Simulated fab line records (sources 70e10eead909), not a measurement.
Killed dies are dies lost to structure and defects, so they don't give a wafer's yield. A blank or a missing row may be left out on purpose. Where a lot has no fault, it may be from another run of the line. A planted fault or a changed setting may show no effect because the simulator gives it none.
fab line records	flow nand_harc
record: lots: 15	wafers: 45	last_day: 33
route steps=1302 shown P_M2@345 P_BONDPAD@363
lots with no fault: from the same line, run without faults
start_h: the number of hours between the record's first day and the start of the first shown wafer of the lot	wait_h: how many hours have passed since the lot's step before this one	" unchanged from the row above	L1.1+2: a row that stands for several wafers	- value missing, or start not given	* or withheld: withheld	< > ~ a bound
route shown NAME@n: a module of which the file shows steps, and the number in the route of the first	usual: the fault-free wafers' mean and standard deviation	same: alike in all rows	chamber/n: place in a boat	sites: readings site by site	_std_site: standard deviation of those values	_edge_site: mean of outer sites minus mean of inner sites	radius_mm: how far each site lies from the wafer's centre	mask NAME#n: copy n	behind: the most recent tool/chamber to have shaped the wafer	hold: why the lot went on hold/how many hours it stayed there/how the hold came to an end	device: names the non-switching transistor (n, p or np)	end of line: at the end of the route, the tests of the same wafers	where a step has no rows: the recipe by itself	killed: dies that structure and defects cost at the first sort, which is not the same as the wafer's yield	map: a wafer's dies, x killed, . not, _ none there
set.NAME: setting as actually run; set.NAME@STEP: the setting as run at that earlier step	model.NAME: the simulator's own value behind a step, which no gauge read
one table for each step of the route and one row for each wafer, over a sample of lots
services: when a tool's chamber went out of use (start_h, in hours from the record's first day, below 0 if earlier), for how many hours, and the reason
== steps ==
step: NHARC_P_M2_THK_MEAS_24
recipe: thk_meas_gauge: xrf
usual: thk_nm: 144.1/1.8
lot.wafer	tool	chamber	start_h	wait_h	thk_nm
L683.2	film_metro-01	-	136.49	-	140.2
L683.3	"	-	"	"	145.6
L683.4	"	-	"	"	146.0
L684.1	film_metro-02	-	145.21	-	142.3
L684.2	"	-	"	"	142.3
L684.4	"	-	"	"	140.4
L685.1	film_metro-01	-	149.77	-	144.1
L685.3	"	-	"	"	143.1
L685.5	"	-	"	"	144.1
L687.1	film_metro-02	-	181.43	-	141.1
L687.3	"	-	"	"	146.4
L687.6	"	-	"	"	143.2
L688.3	film_metro-02	-	182.22	-	143.3
L688.4	"	-	"	"	145.4
L688.6	"	-	"	"	143.1
L689.2	film_metro-01	-	190.46	-	139.1
L689.4	"	-	"	"	141.9
L689.5	"	-	"	"	143.4
L690.1	film_metro-01	-	212.15	-	141.0
L690.3	"	-	"	"	146.2
L690.4	"	-	"	"	144.8
L691.1	film_metro-01	-	216.78	-	141.8
L691.2	"	-	"	"	145.9
L691.5	"	-	"	"	145.0
L699.4	film_metro-02	-	295.35	-	145.2
L699.5	"	-	"	"	145.1
L699.6	"	-	"	"	144.0
L700.1	film_metro-01	-	303.20	-	143.7
L700.3	"	-	"	"	141.9
L700.5	"	-	"	"	143.1
L701.2	film_metro-01	-	310.27	-	147.2
L701.4	"	-	"	"	143.2
L701.6	"	-	"	"	143.7
L704.1	film_metro-01	-	338.44	-	141.7
L704.3	"	-	"	"	141.7
L704.5	"	-	"	"	144.3
L703.1	film_metro-01	-	338.89	-	146.4
L703.3	"	-	"	"	146.1
L703.4	"	-	"	"	145.8
L705.1	film_metro-02	-	355.10	-	143.3
L705.2	"	-	"	"	142.8
L705.5	"	-	"	"	143.8
L706.2	film_metro-02	-	360.33	-	147.1
L706.3	"	-	"	"	145.1
L706.4	"	-	"	"	143.3
step: NHARC_P_BONDPAD_DEVELOP_08
recipe: time_s: 50	dev_temp_c: 22
usual: chill_plate_temp_C: 23.00/0.12	developer_temp_C: 22.02/0.12
lot.wafer	tool	chamber	start_h	wait_h	chill_plate_temp_C	developer_temp_C
L683.2	litho_track-02	0	138	-	22.82	22.00
L683.3	"	0	"	"	23.06	22.04
L683.4	"	0	"	"	22.87	22.02
L684.1	litho_track-07	0	147	-	23.07	22.00
L684.2	"	0	"	"	22.97	22.23
L684.4	"	0	"	"	23.01	22.00
L685.1	litho_track-03	0	151	-	22.99	21.94
L685.3	"	0	"	"	23.03	21.86
L685.5	"	0	"	"	23.09	22.01
L687.1	litho_track-03	0	183	-	23.17	21.95
L687.3	"	0	"	"	22.97	21.91
L687.6	"	0	"	"	23.07	21.92
L688.3	litho_track-07	0	184	-	23.06	22.10
L688.4	"	0	"	"	23.11	22.24
L688.6	"	0	"	"	23.41	22.10
L689.2	litho_track-07	-	192	-	-	-
L689.4	"	-	"	"	-	-
L689.5	"	-	"	"	-	-
L690.1	litho_track-07	-	214	-	-	-
L690.3	"	-	"	"	-	-
L690.4	"	-	"	"	-	-
L691.1	litho_track-07	-	218	-	-	-
L691.2	"	-	"	"	-	-
L691.5	"	-	"	"	-	-
L699.4	litho_track-03	0	297	-	22.97	21.79
L699.5	"	0	"	"	23.04	21.90
L699.6	"	0	"	"	23.14	21.87
L700.1	litho_track-02	0	305	-	23.26	21.87
L700.3	"	0	"	"	23.03	22.15
L700.5	"	0	"	"	23.12	22.06
L701.2	litho_track-07	0	312	-	22.98	22.00
L701.4	"	0	"	"	23.06	22.03
L701.6	"	0	"	"	23.07	21.98
L704.1	litho_track-02	0	340	-	23.15	22.06
L704.3	"	0	"	"	23.04	22.22
L704.5	"	0	"	"	23.09	22.00
L703.1	litho_track-07	0	340	-	22.97	21.92
L703.3	"	0	"	"	22.98	22.06
L703.4	"	0	"	"	22.83	22.12
L705.1	litho_track-03	0	356	-	23.10	22.00
L705.2	"	0	"	"	23.07	22.19
L705.5	"	0	"	"	22.93	22.01
L706.2	litho_track-02	0	362	-	22.76	21.99
L706.3	"	0	"	"	23.00	21.99
L706.4	"	0	"	"	22.88	22.14
step: NHARC_P_BONDPAD_CD_MEAS_13
usual: cd_nm: 499/3.2
lot.wafer	tool	chamber	start_h	wait_h	cd_nm
L683.2	cd_sem-03	-	139.01	-	495
L683.3	"	-	"	"	499
L683.4	"	-	"	"	503
L684.1	cd_sem-03	-	147.66	-	499
L684.2	"	-	"	"	501
L684.4	"	-	"	"	500
L685.1	cd_sem-03	-	152.14	-	501
L685.3	"	-	"	"	498
L685.5	"	-	"	"	498
L687.1	cd_sem-01	-	183.81	-	501
L687.3	"	-	"	"	500
L687.6	"	-	"	"	502
L688.3	cd_sem-02	-	184.75	-	496
L688.4	"	-	"	"	504
L688.6	"	-	"	"	498
L689.2	cd_sem-03	-	192.90	-	500
L689.4	"	-	"	"	500
L689.5	"	-	"	"	503
L690.1	cd_sem-02	-	214.62	-	500
L690.3	"	-	"	"	499
L690.4	"	-	"	"	499
L691.1	cd_sem-03	-	219.09	-	500
L691.2	"	-	"	"	495
L691.5	"	-	"	"	496
L699.4	cd_sem-02	-	297.82	-	504
L699.5	"	-	"	"	502
L699.6	"	-	"	"	495
L700.1	cd_sem-03	-	305.69	-	499
L700.3	"	-	"	"	501
L700.5	"	-	"	"	496
L701.2	cd_sem-02	-	312.62	-	498
L701.4	"	-	"	"	499
L701.6	"	-	"	"	499
L704.1	cd_sem-01	-	340.88	-	493
L704.3	"	-	"	"	505
L704.5	"	-	"	"	499
L703.1	cd_sem-01	-	341.35	-	498
L703.3	"	-	"	"	497
L703.4	"	-	"	"	500
L705.1	cd_sem-02	-	357.44	-	499
L705.2	"	-	"	"	498
L705.5	"	-	"	"	505
L706.2	cd_sem-03	-	362.66	-	497
L706.3	"	-	"	"	498
L706.4	"	-	"	"	500
step: NHARC_P_BONDPAD_STRIP_15
recipe: o2_flow_sccm: 500	ar_flow_sccm: 0	bias_w: 0	chemistry: O2
usual: drypump_motor_current_A: 5.6/0.4	o2_flow_sccm: 499.9/1.5	oes_product_au: 1.000/0.015	rf_vpp_V: 57.8/0.81	showerhead_plenum_p_Torr: 3.53/0.16	throttle_valve_pct: 17.036/0.0096
lot.wafer	tool	chamber	start_h	wait_h	drypump_motor_current_A	o2_flow_sccm	oes_product_au	rf_hours_counter_h	rf_vpp_V	showerhead_plenum_p_Torr	throttle_valve_pct
L683.4	rie_diel-03	0	139.08	0.1	6.0	497.6	0.981	2.2	57.3	3.33	17.025
L683.3	"	1	"	"	5.9	503.6	0.980	1.8	57.2	3.38	17.028
L683.2	"	2	"	"	4.8	500.6	0.999	1.7	57.6	3.61	17.042
L684.4	rie_diel-03	0	147.75	0.1	6.0	500.6	0.977	2.5	57.5	3.33	17.039
L684.2	"	1	"	"	5.9	499.5	0.982	2.1	56.8	3.38	17.040
L684.1	"	2	"	"	4.8	499.4	1.009	1.9	56.7	3.61	17.048
L685.3	rie_diel-06	3	152.23	0.1	5.2	499.6	1.008	0.2	58.4	3.79	17.049
L685.1	"	1	"	"	5.9	500.1	0.993	0.2	58.3	3.36	17.043
L685.5	"	3	"	"	5.2	500.0	1.000	-	58.6	3.79	17.020
L687.3	rie_diel-06	1	183.91	0.1	5.9	498.2	0.999	0.6	57.1	3.36	17.044
L687.1	"	2	"	"	5.6	501.4	1.004	0.7	56.6	3.41	17.056
L687.6	"	3	"	"	5.2	500.3	1.012	-	58.0	3.79	17.033
L688.3	rie_diel-07	1	184.82	0.1	5.1	501.2	0.991	3.0	55.8	3.49	17.036
L688.4	"	0	"	"	5.9	500.6	1.000	1.4	59.1	3.65	17.038
L688.6	"	1	"	"	5.1	500.1	0.994	-	57.8	3.49	17.034
L689.2	rie_diel-07	3	192.98	0.1	5.1	502.2	0.993	4.0	57.9	3.59	17.031
L689.4	"	2	"	"	5.3	500.8	1.005	4.2	58.4	3.71	17.043
L689.5	"	0	"	"	5.9	499.1	1.008	-	58.2	3.65	17.019
L690.3	rie_diel-06	1	214.69	0.1	5.9	501.6	0.996	1.1	57.3	3.36	17.048
L690.4	"	2	"	"	5.6	499.3	0.994	1.2	58.4	3.41	17.036
L690.1	"	0	"	"	6.0	502.4	0.993	1.2	58.5	3.41	17.043
L691.2	rie_diel-06	3	219.17	0.1	5.2	500.5	1.026	1.5	58.6	3.79	17.037
L691.1	"	2	"	"	5.6	497.9	1.015	1.4	57.2	3.41	17.036
L691.5	"	0	"	"	6.0	499.1	1.013	-	58.0	3.42	17.040
L699.4	rie_diel-03	1	297.93	0.1	6.0	499.9	0.979	0.9	57.2	3.38	17.032
L699.5	"	2	"	"	4.8	499.8	0.991	-	58.6	3.60	17.038
L699.6	"	3	"	"	5.6	500.2	0.984	-	57.3	3.71	17.040
L700.1	rie_diel-07	0	305.76	0.1	5.9	500.2	0.996	0.1	58.7	3.65	17.029
L700.3	"	1	"	"	5.1	499.0	0.994	0.1	59.2	3.48	17.033
L700.5	"	1	"	"	5.1	498.9	0.996	-	57.3	3.48	17.037
L701.4	rie_diel-03	0	312.70	0.1	6.0	498.1	0.974	1.9	57.2	3.33	17.040
L701.2	"	2	"	"	4.8	500.8	1.006	2.1	57.9	3.60	17.028
L701.6	"	3	"	"	5.6	498.9	0.974	-	57.7	3.71	17.032
L704.1	rie_diel-06	3	340.96	0.1	5.3	499.3	1.007	0.5	58.1	3.79	17.027
L704.3	"	0	"	"	6.0	498.1	1.005	0.5	57.7	3.41	17.042
L704.5	"	3	"	"	5.3	498.2	1.007	-	58.4	3.79	17.050
L703.3	rie_diel-03	2	341.42	0.1	4.8	499.8	1.004	3.2	57.8	3.60	17.033
L703.1	"	3	"	"	5.5	499.8	0.995	3.0	58.9	3.71	17.034
L703.4	"	1	"	"	6.0	500.2	1.004	3.5	58.8	3.38	17.055
L705.1	rie_diel-07	0	357.53	0.1	5.9	500.1	0.991	2.1	58.5	3.65	17.047
L705.2	"	1	"	"	5.1	499.5	0.996	2.9	58.4	3.48	17.032
L705.5	"	0	"	"	5.9	500.1	0.986	-	57.3	3.65	17.043
L706.2	rie_diel-06	1	362.75	0.1	5.9	501.5	1.012	1.1	57.0	3.36	17.030
L706.4	"	2	"	"	5.6	497.9	0.996	1.0	57.9	3.41	17.029
L706.3	"	3	"	"	5.2	500.7	1.011	1.0	58.4	3.79	17.038
== services ==
tool	chamber	start_h	hours	kind
rie_diel-07	-	117.20	9.0	pm
rie_diel-06	-	130.24	9.0	pm
rie_diel-06	0	130.24	9.0	vent_cycle
rie_diel-06	1	130.24	9.0	vent_cycle
rie_diel-06	2	130.24	9.0	vent_cycle
rie_diel-06	3	130.24	9.0	vent_cycle
rie_diel-07	0	130.65	16.1	repair
rie_diel-06	0	139.24	-	clean
rie_diel-06	1	139.24	-	clean
rie_diel-06	2	139.24	-	clean
rie_diel-06	3	139.24	-	clean
rie_diel-03	0	157.28	7.6	repair
rie_diel-06	0	163.74	-	clean
rie_diel-07	0	165.99	11.2	repair
rie_diel-07	3	204.62	7.3	repair
rie_diel-03	3	224.30	29.8	repair
litho_track-02	-	227.00	7.0	pm
litho_track-07	-	251.00	7.0	pm
litho_track-03	-	275.00	7.0	pm
rie_diel-03	-	281.30	9.0	pm
rie_diel-07	-	294.20	9.0	pm
rie_diel-06	-	307.24	9.0	pm
rie_diel-06	-	351.27	0.7	repair
rie_diel-07	0	362.16	15.3	repair
== key ==
first_sign: step: NHARC_P_BONDPAD_DEVELOP_08	reading: tool_record	direction: missing
effect none on later readings
met_at NHARC_P_BONDPAD_DEVELOP_08
struck_lots L689,L690,L691
sort_left_out L689.2,L689.4,L689.5,L690.1,L690.3,L690.4,L691.1,L691.2,L691.5
not_acting_at NHARC_P_M2_THK_MEAS_24,NHARC_P_BONDPAD_CD_MEAS_13,NHARC_P_BONDPAD_STRIP_15
onset_between 184 192
fault: kind: skipped_step_whole	tool: litho_track-07	chamber: -	onset_h: 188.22	steps: NHARC_P_BONDPAD_DEVELOP_08	scope: struck_lots_only
sort_left_out: the simulated sort isn't trusted on such a fault, so these wafers' sort isn't shown, and their yield isn't known
